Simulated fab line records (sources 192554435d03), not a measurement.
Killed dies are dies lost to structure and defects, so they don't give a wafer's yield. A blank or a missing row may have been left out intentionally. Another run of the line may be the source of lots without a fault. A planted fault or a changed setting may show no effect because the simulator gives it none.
The same fault as seen by 2 desks -- flow n5-finfet -- what lay behind the numbers comes last; until then each desk has only its own

## AT THE TOOL OWNER'S DESK: pecvd-01
The tool's own readings at N5_BEOL_M13_DEP_53 (deposits SiCN from 3MS/NH3, target thk 50 nm, time 17.8 s): means of the sampled wafers that have a number, for each lot that ran on this tool. The brackets show how far a lot's mean lies from the usual mean; more than 4 standard deviations puts the lot out of limits, marked OUT.
Columns: A = showerhead-plenum-p-Torr at N5_BEOL_M13_DEP_53, usual 4.157 Torr; B = throttle-valve-pct at N5_BEOL_M13_DEP_53, usual 17.9 %
lot,first seen here,A,B
L272,day 13 18:01,4.154,18.2
L270,day 14 01:53,4.143,18.6
This desk's verdict: no lot among the 2 shows anything out of limits.

## METROLOGY DESK
What the gauges read, lot by lot, whatever tool the lot ran on: means of the sampled wafers that have a number. The brackets show how far a lot's mean lies from the usual mean; more than 4 standard deviations puts the lot out of limits, marked OUT.
Columns: A = M13_THK at N5_BEOL_M13_THK_MEAS_50, usual 413 nm; B = M13_RS at N5_BEOL_M13_RS_MEAS_54, usual 0.0449 ohm/sq
lot,first seen here,A,B
L261,day 10 22:37,409,0.0458
L263,day 11 20:29,404,0.0458
L272,day 13 17:56,417,0.0449
L270,day 14 01:49,414,0.0445
L276,day 15 16:12,412,0.0455
L283,day 17 00:55,413,0.0449
This desk's verdict: no lot among the 6 shows anything out of limits.

## TAKEN TOGETHER
The tool owner's desk saw nothing out of limits.
From the metrology desk's view, nothing was out of limits.

## WHAT THE SIMULATOR HAD INSERTED
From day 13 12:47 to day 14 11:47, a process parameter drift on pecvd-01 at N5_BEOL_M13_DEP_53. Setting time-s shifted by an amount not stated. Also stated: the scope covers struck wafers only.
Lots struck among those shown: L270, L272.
